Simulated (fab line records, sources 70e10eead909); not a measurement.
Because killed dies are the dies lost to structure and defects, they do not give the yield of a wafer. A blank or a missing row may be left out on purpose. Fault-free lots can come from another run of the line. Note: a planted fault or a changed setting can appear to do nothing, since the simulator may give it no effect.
fab line records ; flow nand-harc
[record] lots = 12; wafers = 36; last-day = 32
route steps=1302 shown A_M1@1185
lots untouched by any fault: they come from a run of this same line in which no faults occurred
start-h: start of the lot's first displayed wafer, in hours after the record's first day ; wait-h: how many hours have passed since the lot's step before this one ; " same as the row above ; L1.1+2: a row that stands for several wafers ; - no value present, or no start provided ; * or withheld: withheld ; < > ~ a bound
route shown NAME@n: names a module that has steps shown in the file, with the first one's number in the route ; usual: the fault-free wafers' mean and standard deviation ; same: alike in all rows ; chamber/n: place in a boat ; sites: each site's reading ; _std_site: standard deviation across them ; _edge_site: inner sites' mean taken away from outer sites' mean ; radius-mm: for every site, how far away it sits from the centre of the wafer ; mask NAME#n: copy n ; behind: the tool/chamber that last shaped the wafer ; hold: what put the lot on hold/how long, in hours/how the hold closed ; device: the transistor (n, p or np) that didn't switch ; end of line: at the end of the route, the tests of the same wafers ; a step given without rows: its recipe and nothing more ; killed: the dies lost at the first sort to structure and to defects; this is not the yield of the wafer ; map: dies across one wafer; x = killed, . = not, _ = none there
set.NAME: setting as actually run; set.NAME@STEP: the setting as run at that earlier step ; model.NAME: the simulator's own value behind a step, which no gauge read
one table for each step of the route and one row for each wafer, over a sample of lots
services: a tool's chamber out of use, with start hour (start-h, from the record's first day; less than 0 if before it), hours out, and reason
[[steps]]
[step NHARC_A_M1_CD_MEAS_16]
[usual] cd-nm = 119.6/1.1
lot.wafer;tool;chamber;start-h;wait-h;cd-nm
L681.2;cd-sem-01;-;531.79;-;120.7
L681.3;cd-sem-01;-;531.79;-;120.2
L681.5;cd-sem-01;-;531.79;-;120.0
L683.1;cd-sem-03;-;546.67;-;120.5
L683.2;cd-sem-03;-;546.67;-;120.9
L683.4;cd-sem-03;-;546.67;-;118.7
L684.3;cd-sem-03;-;551.43;-;120.7
L684.4;cd-sem-03;-;551.43;-;120.5
L684.5;cd-sem-03;-;551.43;-;122.1
L685.1;cd-sem-02;-;553.57;-;120.4
L685.3;cd-sem-02;-;553.57;-;120.6
L685.5;cd-sem-02;-;553.57;-;120.3
L687.1;cd-sem-03;-;582.36;-;118.2
L687.2;cd-sem-03;-;582.36;-;119.9
L687.6;cd-sem-03;-;582.36;-;121.4
L688.2;cd-sem-01;-;607.13;-;117.7
L688.3;cd-sem-01;-;607.13;-;119.8
L688.6;cd-sem-01;-;607.13;-;119.4
L695.1;cd-sem-03;-;663.37;-;120.1
L695.3;cd-sem-03;-;663.37;-;119.5
L695.5;cd-sem-03;-;663.37;-;120.1
L696.3;cd-sem-03;-;667.20;-;120.8
L696.5;cd-sem-03;-;667.20;-;118.5
L696.6;cd-sem-03;-;667.20;-;118.2
L699.1;cd-sem-02;-;703.16;-;117.6
L699.4;cd-sem-02;-;703.16;-;119.2
L699.6;cd-sem-02;-;703.16;-;118.0
L700.1;cd-sem-03;-;725.15;-;120.8
L700.2;cd-sem-03;-;725.15;-;119.3
L700.6;cd-sem-03;-;725.15;-;117.8
L702.3;cd-sem-02;-;730.33;-;118.4
L702.5;cd-sem-02;-;730.33;-;119.2
L702.6;cd-sem-02;-;730.33;-;118.6
L703.2;cd-sem-01;-;733.00;-;118.9
L703.3;cd-sem-01;-;733.00;-;119.7
L703.5;cd-sem-01;-;733.00;-;119.6
[step NHARC_A_M1_STRIP_18]
[recipe] power-w = 1000; n2-flow-sccm = 150; h2-flow-sccm = 150; ar-flow-sccm = 0; bias-w = 0; chemistry = N2/H2
[usual] drypump-motor-current-A = 5.6/0.42; oes-product-au = 1.004/0.011; power-w = 1000.4/3; rf-vpp-V = 90.8/0.93; showerhead-plenum-p-Torr = 2.05/0.095; throttle-valve-pct = 14.172/0.0086
lot.wafer;tool;chamber;start-h;wait-h;drypump-motor-current-A;oes-product-au;power-w;rf-hours-counter-h;rf-vpp-V;showerhead-plenum-p-Torr;throttle-valve-pct
L681.2;rie-diel-08;2;531.92;0.1;5.0;1.015;1006.9;12.5;90.5;1.98;14.174
L681.3;rie-diel-08;3;531.92;0.1;6.5;1.006;1000.6;10.6;91.8;2.01;14.173
L681.5;rie-diel-08;1;531.92;0.1;5.2;1.001;1001.3;-;91.6;2.16;14.165
L683.1;rie-diel-02;0;546.74;0.1;5.5;0.985;1003.4;6.9;92.3;2.16;14.192
L683.4;rie-diel-02;1;546.74;0.1;5.6;1.009;1000.6;7.1;91.6;1.93;14.184
L683.2;rie-diel-02;3;546.74;0.1;6.1;1.002;1000.5;7.2;91.3;2.14;14.182
L684.3;rie-diel-11;3;551.53;0.1;5.9;1.002;998.5;3.9;91.5;2.10;14.166
L684.4;rie-diel-11;1;551.53;0.1;5.0;1.025;1005.7;3.4;90.4;2.03;14.174
L684.5;rie-diel-11;3;551.53;0.1;5.9;0.994;994.7;-;89.4;2.10;14.179
L685.1;rie-diel-11;3;553.65;0.1;6.0;0.995;997.8;4.0;90.2;2.10;14.166
L685.3;rie-diel-11;1;553.65;0.1;5.0;1.012;1000.1;3.4;91.0;2.03;14.178
L685.5;rie-diel-11;0;553.65;0.1;6.0;0.983;1003.1;-;91.1;2.17;14.178
L687.2;rie-diel-11;0;582.43;0.1;6.1;0.996;999.2;5.0;90.7;2.17;14.155
L687.1;rie-diel-11;2;582.43;0.1;5.6;1.006;1000.0;3.6;91.0;2.11;14.166
L687.6;rie-diel-11;0;582.43;0.1;6.0;0.993;1002.1;-;90.6;2.17;14.162
L688.2;rie-diel-11;2;607.20;0.1;5.5;1.002;1002.7;4.3;90.7;2.11;14.182
L688.3;rie-diel-11;0;607.20;0.1;6.0;0.981;991.3;5.7;91.3;2.17;14.177
L688.6;rie-diel-11;2;607.20;0.1;5.5;1.008;998.8;-;91.6;2.11;14.167
L695.1;rie-diel-02;1;663.44;0.1;5.7;0.997;1001.1;4.5;89.6;1.92;14.175
L695.3;rie-diel-02;0;663.44;0.1;5.5;0.998;1000.2;4.3;91.6;2.16;14.157
L695.5;rie-diel-02;1;663.44;0.1;5.7;1.002;1001.9;-;87.9;1.92;14.172
L696.3;rie-diel-08;2;667.32;0.1;5.0;1.018;999.4;6.3;89.5;1.98;14.163
L696.6;rie-diel-08;0;667.32;0.1;5.3;0.983;1000.2;-;90.4;1.94;14.175
L696.5;rie-diel-08;1;667.32;0.1;5.2;0.991;1001.5;-;90.4;2.15;14.176
L699.4;rie-diel-08;0;703.26;0.1;5.4;0.990;995.7;7.6;91.1;1.94;14.183
L699.1;rie-diel-08;1;703.26;0.1;5.2;1.001;1000.7;7.2;91.6;2.15;14.171
L699.6;rie-diel-08;0;703.26;0.1;5.4;0.992;996.2;-;88.6;1.94;14.179
L700.1;rie-diel-02;3;725.25;0.1;6.2;1.014;999.4;7.2;91.1;2.14;14.161
L700.2;rie-diel-02;1;725.25;0.1;5.7;1.005;997.5;8.3;89.7;1.92;14.164
L700.6;rie-diel-02;2;725.25;0.1;5.7;1.006;1004.9;-;89.5;1.94;14.165
L702.3;rie-diel-02;1;730.43;0.1;5.7;1.012;1004.6;8.4;90.1;1.92;14.158
L702.6;rie-diel-02;0;730.43;0.1;5.5;1.003;997.9;-;90.2;2.16;14.171
L702.5;rie-diel-02;1;730.43;0.1;5.7;1.010;1001.2;-;92.7;1.92;14.174
L703.3;rie-diel-02;1;733.10;0.1;5.7;1.009;996.8;8.5;89.7;1.92;14.157
L703.2;rie-diel-02;3;733.10;0.1;6.2;0.995;1001.1;7.5;91.7;2.14;14.168
L703.5;rie-diel-02;1;733.10;0.1;5.7;1.004;999.2;-;91.8;1.92;14.169
[step NHARC_A_M1_ECD_22]
[recipe] target-thk-a = 4000; bath-temp-c = 25; material = Cu
[usual] bath-temp-c = 24.98/0.11
lot.wafer;tool;chamber;start-h;wait-h;bath-temp-c
L681.2;ecd-cu-02;0;533.11;-;24.95
L681.3;ecd-cu-02;0;533.11;-;24.86
L681.5;ecd-cu-02;1;533.11;-;25.06
L683.1;ecd-cu-01;0;547.80;-;24.85
L683.2;ecd-cu-01;1;547.80;-;24.87
L683.4;ecd-cu-01;1;547.80;-;24.85
L684.3;ecd-cu-02;1;552.75;-;25.09
L684.4;ecd-cu-02;0;552.75;-;25.02
L684.5;ecd-cu-02;1;552.75;-;25.18
L685.1;ecd-cu-01;0;554.65;-;25.09
L685.3;ecd-cu-01;1;554.65;-;25.01
L685.5;ecd-cu-01;1;554.65;-;24.88
L687.2;ecd-cu-01;1;583.43;-;25.13
L687.1;ecd-cu-01;0;583.43;-;24.89
L687.6;ecd-cu-01;0;583.43;-;24.91
L688.2;ecd-cu-01;1;608.29;-;24.91
L688.3;ecd-cu-01;1;608.29;-;25.01
L688.6;ecd-cu-01;1;608.29;-;24.97
L695.1;ecd-cu-01;1;664.75;-;24.87
L695.3;ecd-cu-01;1;664.75;-;25.12
L695.5;ecd-cu-01;1;664.75;-;24.94
L696.3;ecd-cu-01;1;668.36;-;24.95
L696.6;ecd-cu-01;1;668.36;-;25.11
L696.5;ecd-cu-01;0;668.36;-;24.88
L699.1;ecd-cu-01;1;704.24;-;24.90
L699.4;ecd-cu-01;1;704.24;-;24.85
L699.6;ecd-cu-01;1;704.24;-;25.04
L700.2;ecd-cu-02;1;726.25;-;25.04
L700.1;ecd-cu-02;0;726.25;-;24.83
L700.6;ecd-cu-02;0;726.25;-;24.84
L702.3;ecd-cu-01;0;731.50;-;25.05
L702.6;ecd-cu-01;0;731.50;-;24.88
L702.5;ecd-cu-01;1;731.50;-;25.06
L703.2;ecd-cu-01;1;734.14;-;25.09
L703.3;ecd-cu-01;1;734.14;-;24.97
L703.5;ecd-cu-01;0;734.14;-;25.13
[step NHARC_A_M1_CMP_23]
[recipe] t-overpolish-s = 20; target-thk-nm = 154.34
[usual] motor-current-A = 12.7/1.3; pad-life-wafers = 158/94; time-to-endpoint-s = 30/3.2
lot.wafer;tool;chamber;start-h;wait-h;motor-current-A;pad-life-wafers;time-to-endpoint-s
L681.2;cmp-04;3;533.85;-;13.4;74;30
L681.3;cmp-04;0;533.85;-;15.2;75;31
L681.5;cmp-04;1;533.85;-;12.9;-;29
L683.1;cmp-01;2;548.56;-;10.6;247;26
L683.2;cmp-01;3;548.56;-;11.6;248;30
L683.4;cmp-01;0;548.56;-;12.9;249;28
L684.4;cmp-04;2;553.37;-;13.0;132;23
L684.3;cmp-04;0;553.37;-;15.2;134;33
L684.5;cmp-04;2;553.37;-;12.5;-;24
L685.1;cmp-02;1;555.40;-;12.9;115;30
L685.3;cmp-02;3;555.40;-;14.2;117;29
L685.5;cmp-02;1;555.40;-;12.2;-;32
L687.1;cmp-04;1;584.21;-;13.7;247;31
L687.2;cmp-04;3;584.21;-;14.3;249;56
L687.6;cmp-04;1;584.21;-;13.5;-;32
L688.3;cmp-01;1;609.07;-;13.0;116;32
L688.2;cmp-01;2;609.07;-;10.7;117;52
L688.6;cmp-01;0;609.07;-;12.8;-;31
L695.1;cmp-04;2;665.42;-;13.2;216;24
L695.3;cmp-04;0;665.42;-;14.9;218;34
L695.5;cmp-04;2;665.42;-;11.9;-;27
L696.3;cmp-02;3;669.01;-;13.6;199;26
L696.6;cmp-02;2;669.01;-;10.5;-;28
L696.5;cmp-02;3;669.01;-;14.0;-;25
L699.4;cmp-04;2;705.02;-;12.6;0;28
L699.1;cmp-04;0;705.02;-;14.4;2;35
L699.6;cmp-04;2;705.02;-;12.9;-;30
L700.2;cmp-01;1;726.98;-;12.9;204;27
L700.1;cmp-01;0;726.98;-;12.6;207;30
L700.6;cmp-01;2;726.98;-;10.3;-;25
L702.3;cmp-01;0;732.20;-;12.8;231;32
L702.5;cmp-01;1;732.20;-;12.8;-;30
L702.6;cmp-01;2;732.20;-;11.4;-;28
L703.2;cmp-02;1;734.81;-;12.5;42;34
L703.3;cmp-02;3;734.81;-;13.0;44;30
L703.5;cmp-02;1;734.81;-;12.2;-;32
[step NHARC_A_M1_DEP_33]
[recipe] target-thk-a = 300; temp-c = 370; target-thk-nm = 30; pressure-torr = 3; flow-sccm = 200; rf-w = 450; material = SiCN
[usual] heater-power-w = 617/53
lot.wafer;tool;chamber;start-h;wait-h;heater-power-w
L681.2;pecvd-01;0;534.42;0.1;580
L681.3;pecvd-01;2;534.42;0.1;669
L681.5;pecvd-01;1;534.42;0.1;678
L683.2;pecvd-01;2;549.14;0.1;727
L683.1;pecvd-01;1;549.14;0.1;660
L683.4;pecvd-01;2;549.14;0.1;732
L684.3;pecvd-04;0;554.03;0.1;648
L684.4;pecvd-04;2;554.03;0.1;647
L684.5;pecvd-04;1;554.03;0.1;676
L685.1;pecvd-01;0;556.05;0.1;626
L685.3;pecvd-01;1;556.05;0.1;569
L685.5;pecvd-01;2;556.05;0.1;728
L687.1;pecvd-04;0;584.80;0.1;551
L687.2;pecvd-04;1;584.80;0.1;656
L687.6;pecvd-04;2;584.80;0.1;618
L688.2;pecvd-03;1;609.65;0.1;506
L688.3;pecvd-03;2;609.65;0.1;526
L688.6;pecvd-03;2;609.65;0.1;541
L695.1;pecvd-03;1;666.03;0.1;615
L695.3;pecvd-03;2;666.03;0.1;553
L695.5;pecvd-03;1;666.03;0.1;613
L696.3;pecvd-04;0;669.60;0.1;611
L696.6;pecvd-04;0;669.60;0.1;609
L696.5;pecvd-04;2;669.60;0.1;708
L699.1;pecvd-04;1;705.64;0.1;651
L699.6;pecvd-04;2;705.64;0.1;724
L699.4;pecvd-04;0;705.64;0.1;586
L700.1;pecvd-03;0;727.64;0.1;536
L700.2;pecvd-03;1;727.64;0.1;556
L700.6;pecvd-03;0;727.64;0.1;552
L702.3;pecvd-01;2;732.85;0.1;624
L702.5;pecvd-01;2;732.85;0.1;662
L702.6;pecvd-01;0;732.85;0.1;605
L703.3;pecvd-04;1;735.47;0.1;613
L703.2;pecvd-04;2;735.47;0.1;614
L703.5;pecvd-04;0;735.47;0.1;569
[[services]]
tool;chamber;start-h;hours;kind
ecd-cu-01;-;511.06;23.9;repair
rie-diel-11;2;528.69;8.4;repair
ecd-cu-01;-;534.99;8.0;pm
ecd-cu-01;-;551.47;0.8;repair
rie-diel-11;1;556.99;2.8;repair
rie-diel-02;2;566.93;5.7;repair
rie-diel-02;1;567.12;4.1;repair
cmp-04;-;568.43;4.3;repair
rie-diel-02;-;570.93;9.0;pm
cmp-01;-;578.34;4.0;pm
cmp-04;-;600.45;2.0;repair
cmp-04;-;602.49;4.0;pm
rie-diel-11;3;605.89;5.4;repair
pecvd-01;-;608.61;1.6;repair
rie-diel-11;-;609.50;9.0;pm
cmp-04;-;619.45;3.6;repair
pecvd-04;-;631.40;13.0;pm
ecd-cu-01;-;652.55;1.4;repair
cmp-04;-;668.32;0.8;repair
cmp-04;-;700.49;4.0;pm
ecd-cu-01;-;708.50;2.7;repair
rie-diel-02;3;711.97;4.3;repair
cmp-04;-;721.86;5.7;repair
cmp-04;-;734.28;4.3;repair
[[key]]
[first-sign] step = NHARC_A_M1_CMP_23; reading = time-to-endpoint-s; direction = up; sigmas = 7.5; usual = *; struck = *
effect none on later readings
met-at NHARC_A_M1_ECD_22
struck-lots L687,L688
struck-wafers L687.2,L688.2
not-acting-at NHARC_A_M1_CD_MEAS_16,NHARC_A_M1_STRIP_18,NHARC_A_M1_DEP_33
onset-between 554.65 583.43
[fault] kind = process-parameter-drift; tool = ecd-cu-01; chamber = -; onset-h = 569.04; steps = NHARC_A_M1_ECD_22; channel = target-thk-a; offset = *; shape = step; end-h = 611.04; scope = struck-wafers-only; acts-in = *; stated = *
